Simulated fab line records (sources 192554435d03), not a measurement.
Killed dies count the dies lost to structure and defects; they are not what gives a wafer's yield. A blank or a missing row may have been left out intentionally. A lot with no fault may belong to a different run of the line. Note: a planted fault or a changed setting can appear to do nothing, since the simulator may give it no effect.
Split-lot experiment + flow n5Finfet + on a route of 1938 steps: 7 lots, 21 wafers read

## THE SPLIT
At N5_BEOL_M3_ILD_DEP_00 (deposits SiOC from DEMS/O2, target thk 79 nm, time 15.3 s), the setting timeS was moved away from the recipe's 15.3 s on 6 of the 21 wafers read, by -11.4% to +7.6%. All remaining wafers had this setting at the recipe value.

Split to reading: the file shows no intervening step.

## THE READING
Values of M3_ILD_THK in nm from N5_BEOL_M3_THK_MEAS_01. On this fab line, fault-free wafers typically give 78.5 nm with a standard deviation of 1.3 nm.

| wafer  | tool, chamber at the split | timeS as run, s | against the recipe | M3_ILD_THK, nm | against lot-mates on the recipe |
|--------|----------------------------|-----------------|--------------------|----------------|---------------------------------|
| L074.4 | pecvd-01, 1                | 15.3            | recipe             | 79.5           | -                               |
| L074.5 | pecvd-01, 2                | 15.3            | recipe             | 81.2           | -                               |
| L074.6 | pecvd-01, 0                | 15.3            | recipe             | 76.6           | -                               |
| L080.1 | pecvd-04, 0                | 15.3            | recipe             | 77.8           | -                               |
| L080.3 | pecvd-04, 1                | 15.3            | recipe             | 79.1           | -                               |
| L080.4 | pecvd-04, 1                | 16.46           | +7.6%              | 84.9           | +6.5                            |
| L082.1 | pecvd-04, 1                | 15.3            | recipe             | 77.6           | -                               |
| L082.4 | pecvd-04, 0                | 14.32           | -6.4%              | 73.0           | -4.6                            |
| L082.5 | pecvd-04, 2                | 14.32           | -6.4%              | 73.8           | -3.8                            |
| L088.1 | pecvd-03, 2                | 16.2            | +5.9%              | 82.8           | +3.8                            |
| L088.3 | pecvd-03, 2                | 15.3            | recipe             | 79.0           | -                               |
| L088.5 | pecvd-03, 1                | 16.2            | +5.9%              | 82.9           | +3.9                            |
| L090.2 | pecvd-03, 2                | 15.3            | recipe             | 77.3           | -                               |
| L090.5 | pecvd-03, 1                | 13.56           | -11.4%             | 68.6           | -8.8                            |
| L090.6 | pecvd-03, 0                | 15.3            | recipe             | 77.4           | -                               |
| L095.2 | pecvd-01, 0                | 15.3            | recipe             | 76.2           | -                               |
| L095.3 | pecvd-01, 2                | 15.3            | recipe             | 80.3           | -                               |
| L095.5 | pecvd-01, 0                | 15.3            | recipe             | 77.1           | -                               |
| L096.2 | pecvd-03, 2                | 15.3            | recipe             | 79.6           | -                               |
| L096.5 | pecvd-03, 1                | 15.3            | recipe             | 79.4           | -                               |
| L096.6 | pecvd-03, 0                | 15.3            | recipe             | 80.5           | -                               |

THE FIT
A straight line over all 21 wafers: M3_ILD_THK changes by +0.821 nm for each +1% of timeS; r = +0.93; the points scatter about the line by 1.3 nm.
The same after taking each lot's own level away (the mean of its wafers on the recipe; 21 wafers): +0.732 nm for each +1%; r = +0.94; scatter 1.1 nm.
The reading moves by 8.3 nm for the largest change in timeS, on that fit.
From 77.35 to 79.83 nm: that is the span of the lots' own levels, equal to 1.9 times the standard deviation above.
Hence the slope depends on the lot-to-lot level, as the two fits are not the same.
Check: for one of the wafers moved furthest among these (-11.4%), held out of the fit, the line's prediction against its lot-mates is -7.99 nm. It came out at -8.75 nm against them.

## THESE WAFERS: OTHER SPLITS
These wafers also went through other splits before the reading. Each is held against what the fit with the lots' levels taken away leaves over:
| other split on the same wafers      | wafers away from the commonest value | r with M3_ILD_THK (lot level and that fit taken away) |
|-------------------------------------|--------------------------------------|-------------------------------------------------------|
| N5_MOL_CONTACT_COAG_COAT_02 spinRpm | 10                                   | -0.03                                                 |
| N5_MOL_CONTACT_COAG_ETCH_105 biasW  | 9                                    | +0.17                                                 |
| N5_BEOL_M0_ETCH_128 sourceW         | 5                                    | +0.23                                                 |

## THE WHOLE CHAIN: every reading that the file lists as answering this split, in the file's order
| step                   | what it does                                              | reading                                                                           | change (the file's fit)               | r (the file's) |
|------------------------|-----------------------------------------------------------|-----------------------------------------------------------------------------------|---------------------------------------|----------------|
| N5_BEOL_M3_ILD_DEP_00  | deposits SiOC from DEMS/O2, target thk 79 nm, time 15.3 s | SiOC_of_BEOL_M3_ILD_DEP_00.thkNm (the simulator's own value, which no gauge read) | +0.755 nm for each +1% of the setting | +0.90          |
| N5_BEOL_M3_THK_MEAS_01 |                                                           | M3_ILD_THK                                                                        | +0.753 for each +1% of the setting    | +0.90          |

## THE FILE'S OWN FIT
M3_ILD_THK changes by +0.753 nm for each +1% of timeS, r = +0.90.
